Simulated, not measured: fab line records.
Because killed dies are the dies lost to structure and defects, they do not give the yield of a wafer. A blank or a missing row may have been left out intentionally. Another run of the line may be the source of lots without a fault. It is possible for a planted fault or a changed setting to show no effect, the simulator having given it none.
fab line records	flow nand-harc
record lots=6	wafers=18	last-day=33
route steps=1302 shown P_GATE@118
lots with no fault: from the same line, run without faults
start-h: start of the lot's first displayed wafer, in hours after the record's first day	wait-h: hours elapsed since this lot's preceding step	" repeats the value in the row above	L1.1+2: a row that stands for several wafers	- no value, or no start given	* or withheld: withheld	< > ~ a bound
route shown NAME@n: NAME is a module with steps in the file, n the number in the route of the first one	usual: the fault-free wafers' mean and standard deviation	same: alike in all rows	chamber/n: place in a boat	sites: readings site by site	_std_site: their standard deviation	_edge_site: mean of outer sites minus mean of inner sites	radius-mm: for every site, how far away it sits from the centre of the wafer	mask NAME#n: copy n	behind: tool/chamber where the wafer was last shaped	hold: why the lot was held/for how many hours/how that ended	device: transistor that didn't switch, given as n, p or np	end of line: the same wafers' tests at the end of the route	step lacking rows: just its recipe	killed: count of dies lost to structure and defects at first sort (not the wafer's yield)	map: per-die view of a wafer (x killed, . not killed, _ where there is no die)
set.NAME: the setting the step ran with; set.NAME@STEP: the setting that earlier step ran with	model.NAME: the simulator's own value behind a step, which no gauge read
lots seen at some steps along the route; tables by step, rows by wafer
services: when a tool's chamber went out of use (start-h, in hours from the record's first day, below 0 if earlier), for how many hours, and the reason
## steps
# step NHARC_P_GATE_EBR_07
# step NHARC_P_GATE_EXPOSE_08
# recipe na=0.6	dose-mj=16.75	mask-id=P_HV
# step NHARC_P_GATE_PEB_09
# recipe peb-temp-c=118	peb-time-s=85
# step NHARC_P_GATE_DEVELOP_10
# recipe time-s=70
# step NHARC_P_GATE_CD_MEAS_11
# recipe target-cd-nm=1640	landing-energy-ev=500
# usual cd-nm=1639.3/2.2
lot.wafer	tool	chamber	start-h	wait-h	cd-nm
L578.1	cd-sem-01	0	148.15	-	1637.3
L578.3	"	0	"	"	1637.1
L578.4	"	0	"	"	1638.1
L579.1	cd-sem-03	0	156.81	-	1641.7
L579.2	"	0	"	"	1641.8
L579.6	"	0	"	"	1638.2
L581.2	cd-sem-03	0	170.26	-	1638.9
L581.3	"	0	"	"	1640.7
L581.6	"	0	"	"	1640.3
L588.1	cd-sem-02	0	235.59	-	1637.4
L588.2	"	0	"	"	1636.9
L588.5	"	0	"	"	1637.4
L592.1	cd-sem-03	0	279.02	-	1640.0
L592.5	"	0	"	"	1639.0
L592.6	"	0	"	"	1637.9
L595.1	cd-sem-03	0	298.55	-	1638.4
L595.3	"	0	"	"	1638.6
L595.6	"	0	"	"	1637.7
# step NHARC_P_GATE_HARDBAKE_12
# recipe temp-c=125	time-s=80
# step NHARC_P_GATE_DESCUM_13
# recipe time-s=3	o2-flow-sccm=200	ar-flow-sccm=0	bias-power-w=0	chemistry=O2
# usual chamber-pressure-mTorr=60.00/0.061	drypump-motor-current-A=5.7/0.44	oes-product-au=1.002/0.01	rf-vpp-V=57.6/0.84	showerhead-plenum-p-Torr=1.85/0.054	throttle-valve-pct=11.311/0.01
lot.wafer	tool	chamber	start-h	wait-h	chamber-pressure-mTorr	drypump-motor-current-A	oes-product-au	rf-hours-counter-h	rf-vpp-V	showerhead-plenum-p-Torr	throttle-valve-pct
L578.3	rie-diel-06	0	148.31	-	59.85	5.9	0.994	0.1	57.2	1.86	11.299
L578.1	"	1	"	"	60.01	5.5	1.014	0.1	58.3	1.88	11.307
L578.4	"	0	"	"	59.92	5.9	0.985	-	57.7	1.86	11.309
L579.2	rie-diel-06	3	157.00	-	60.08	6.0	0.997	0.4	58.1	1.80	11.315
L579.1	"	0	"	"	59.95	5.9	0.999	0.6	57.1	1.86	11.292
L579.6	"	1	"	"	59.97	5.5	1.017	-	58.5	1.87	11.319
L581.3	rie-diel-04	3	170.43	-	59.95	5.1	1.004	5.6	57.5	1.98	11.322
L581.2	"	1	"	"	59.89	5.3	0.999	6.5	57.5	1.86	11.310
L581.6	"	2	"	"	59.99	6.6	0.990	-	58.4	1.79	11.308
L588.2	rie-diel-06	1	235.78	-	60.01	5.5	1.022	5.6	57.5	1.87	11.322
L588.1	"	2	"	"	59.94	6.3	0.995	5.5	55.0	1.80	11.316
L588.5	"	3	"	"	59.97	6.0	0.985	-	58.5	1.80	11.300
L592.1	rie-diel-06	0	279.18	-	60.04	6.0	0.995	6.9	57.8	1.86	11.302
L592.6	"	0	"	"	60.00	5.9	0.987	-	57.8	1.86	11.320
L592.5	"	1	"	"	60.02	5.5	1.012	-	57.6	1.87	11.318
L595.1	rie-diel-04	3	298.71	-	60.07	5.1	1.009	8.8	56.6	1.98	11.322
L595.3	"	2	"	"	60.06	6.6	1.005	8.5	58.0	1.79	11.322
L595.6	"	3	"	"	59.98	5.1	1.018	-	58.1	1.98	11.298
# step NHARC_P_GATE_ETCH_14
# recipe target-depth-a=488	chemistry=dHF	material=SiO2
# step NHARC_P_GATE_STRIP_15
# recipe time-s=780	temp-c=130	chemistry=SPM
# step NHARC_P_GATE_PRECLEAN_71
# recipe time-s=*	temp-c=50	bath-age-min=0	chemistry=SC1
# step NHARC_P_GATE_SRD_72
# step NHARC_P_GATE_OXIDE_16
# recipe target-thk-a=30	temp-c=875	ox-time-s=392	material=SiO2
# step NHARC_P_GATE_CVD_17
# recipe target-thk-a=1500	temp-c=620	time-s=900	material=poly-Si
lot.wafer	tool	chamber	start-h	wait-h
L578.1+3+4	lpcvd-poly-02	0	158.33	2.7
L579.1+2+6	lpcvd-poly-02	0	170.05	2.7
L581.2+3+6	lpcvd-poly-04	0	180.22	2.6
L581.2+3+6	lpcvd-poly-03	0	183.61	1.2
L588.1+2+5	lpcvd-poly-04	0	247.24	2.9
L588.1+2+5	lpcvd-poly-02	0	251.69	2.2
L592.1+5+6	lpcvd-poly-03	0	289.06	2.5
L595.1+3+6	lpcvd-poly-02	0	308.61	2.7
# step NHARC_P_GATE_HM_DEP_102
# recipe target-thk-a=1200	temp-c=400	material=aC
# usual throttle-valve-pct=35.000/0.0092
lot.wafer	tool	chamber	start-h	wait-h	throttle-valve-pct
L578.1	acl-dep-02	0	160.97	0.4	34.988
L578.3	"	0	"	"	34.999
L578.4	"	0	"	"	35.004
L579.1	acl-dep-03	0	172.83	0.5	34.992
L579.2	"	0	"	"	35.008
L579.6	"	0	"	"	34.999
L581.2	acl-dep-02	0	189.59	3.7	34.994
L581.3	"	0	"	"	35.015
L581.6	"	0	"	"	34.986
L588.1	acl-dep-01	0	255.03	1.1	35.001
L588.2	"	0	"	"	34.982
L588.5	"	0	"	"	34.976
L592.1	acl-dep-03	0	292.41	1.1	34.997
L592.5	"	0	"	"	35.003
L592.6	"	0	"	"	34.999
L595.1	acl-dep-01	0	315.06	4.2	35.023
L595.3	"	0	"	"	34.989
L595.6	"	0	"	"	34.988
## services
tool	chamber	start-h	hours	kind
rie-diel-06	-	130.20	9.0	pm
rie-diel-06	0	130.20	9.0	vent-cycle
rie-diel-06	1	130.20	9.0	vent-cycle
rie-diel-06	2	130.20	9.0	vent-cycle
rie-diel-06	3	130.20	19.4	vent-cycle
rie-diel-06	0	139.20	-	clean
rie-diel-06	1	139.20	-	clean
rie-diel-06	2	139.20	-	clean
rie-diel-06	0	163.70	-	clean
rie-diel-06	1	163.70	-	clean
rie-diel-06	2	163.70	-	clean
rie-diel-06	3	163.70	-	clean
rie-diel-04	-	177.90	9.0	pm
rie-diel-06	0	188.20	-	clean
rie-diel-06	1	188.20	-	clean
acl-dep-01	-	189.90	13.0	pm
acl-dep-01	-	203.41	5.7	repair
lpcvd-poly-02	-	208.01	26.0	pm
rie-diel-04	1	232.36	3.3	repair
acl-dep-02	-	246.35	13.0	pm
rie-diel-06	1	292.75	25.7	repair
acl-dep-03	-	300.61	13.0	pm
rie-diel-06	-	307.20	9.0	pm
rie-diel-04	-	309.83	0.2	repair
## key
first-sign step=NHARC_P_GATE_CVD_17	reading=visit	direction=added
effect none on later readings
met-at NHARC_P_GATE_CVD_17
struck-wafers L581.2,L581.3,L581.6,L588.1,L588.2,L588.5
sort-left-out L581.2,L581.3,L581.6,L588.1,L588.2,L588.5
tester-left-out L581,L588
fault kind=repeated-step-whole	tool=lpcvd-poly-02,lpcvd-poly-03,lpcvd-poly-04	chamber=-	onset-h=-	steps=NHARC_P_GATE_CVD_17	times=1	scope=struck-lots-only
# tester-left-out: of these lots the tester's yield and bins aren't shown, on N5 and GAA mostly nor the transistor test; their killed dies are dies lost to structure and defects alone, not to doping, threshold or leakage, so they don't give the yield
# sort-left-out: the simulated sort isn't trusted on such a fault, so these wafers' sort isn't shown, and their yield isn't known
